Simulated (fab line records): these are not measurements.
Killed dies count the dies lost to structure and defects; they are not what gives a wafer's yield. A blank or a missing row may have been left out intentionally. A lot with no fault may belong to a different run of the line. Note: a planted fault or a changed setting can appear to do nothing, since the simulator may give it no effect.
Which tool did it? -- flow n5_finfet -- Sampling: 12 lots, 36 wafers, 3 of 1938 route steps

== WHAT THE GAUGES READ, wafer by wafer ==
N5_BEOL_M9_THK_MEAS_53: measures by xrf.
lot,measured,on,M9_THK (nm)
L074,day 9 14:55,film_metro-02,146 144 144
L077,day 10 14:37,film_metro-01,142 142 142
L079,day 10 16:37,film_metro-02,141 140 137
L081,day 11 13:28,film_metro-01,144 145 141
L082,day 11 22:23,film_metro-01,141 137 143
L086,day 12 22:32,film_metro-02,145 142 145
L087,day 13 03:48,film_metro-02,143 141 146
L088,day 14 02:44,film_metro-02,141 141 144
L091,day 14 12:49,film_metro-02,143 142 139
L092,day 15 06:58,film_metro-01,142 142 143
L095,day 15 23:36,film_metro-01,145 144 145
L097,day 16 19:55,film_metro-02,145 146 140

== WHICH TOOL RAN EACH LOT (tool, then ch and the chambers of the sampled wafers, then the start) ==
lot,N5_BEOL_M9_PRE_CLEAN_45,N5_BEOL_M9_SURFACE_TREAT_79
L074,"pvd_sputter-03, day 9 13:04","pvd_sputter-03, day 9 13:36"
L077,"pvd_sputter-01, day 10 12:48","pvd_sputter-03, day 10 13:17"
L079,"pvd_sputter-03, day 10 15:02","pvd_sputter-01, day 10 15:29"
L081,"pvd_sputter-01, day 11 11:56","pvd_sputter-03, day 11 12:23"
L082,"pvd_sputter-01, day 11 19:11","pvd_sputter-01, day 11 21:07"
L086,"pvd_sputter-03, day 12 20:43","pvd_sputter-03, day 12 21:08"
L087,"pvd_sputter-03, day 13 02:05","pvd_sputter-01, day 13 02:35"
L088,"pvd_sputter-01, day 14 00:56","pvd_sputter-01, day 14 01:27"
L091,"pvd_sputter-01, day 14 09:49","pvd_sputter-03, day 14 10:14"
L092,"pvd_sputter-02, day 15 05:29","pvd_sputter-03, day 15 05:52"
L095,"pvd_sputter-02, day 15 22:14","pvd_sputter-02, day 15 22:35"
L097,"pvd_sputter-02, day 16 17:44","pvd_sputter-02, day 16 18:18"
- N5_BEOL_M9_PRE_CLEAN_45: time 30 s.
- N5_BEOL_M9_SURFACE_TREAT_79

== THE ANSWER, worked out from the rows above alone ==
Rule: the usual values come from the lots themselves. Put in order of their means at a reading, lots are off if they are a third of the lots or fewer, leave a main group of 4 or more, and stand apart from it by a gap of 3 or more times the standard deviation of the main group's means; of several such gaps the widest counts. The tables above print the reading to a certain number of digits; a main group whose means all agree to those digits is not used. Also off: a lot with no number at a reading for which 4 or more lots have one. Where the step has rows for the other lots, those lots are counted as sound.
Nothing can be told from this: no lot is off at any reading shown.

== WHAT THE SIMULATOR PUT IN ==
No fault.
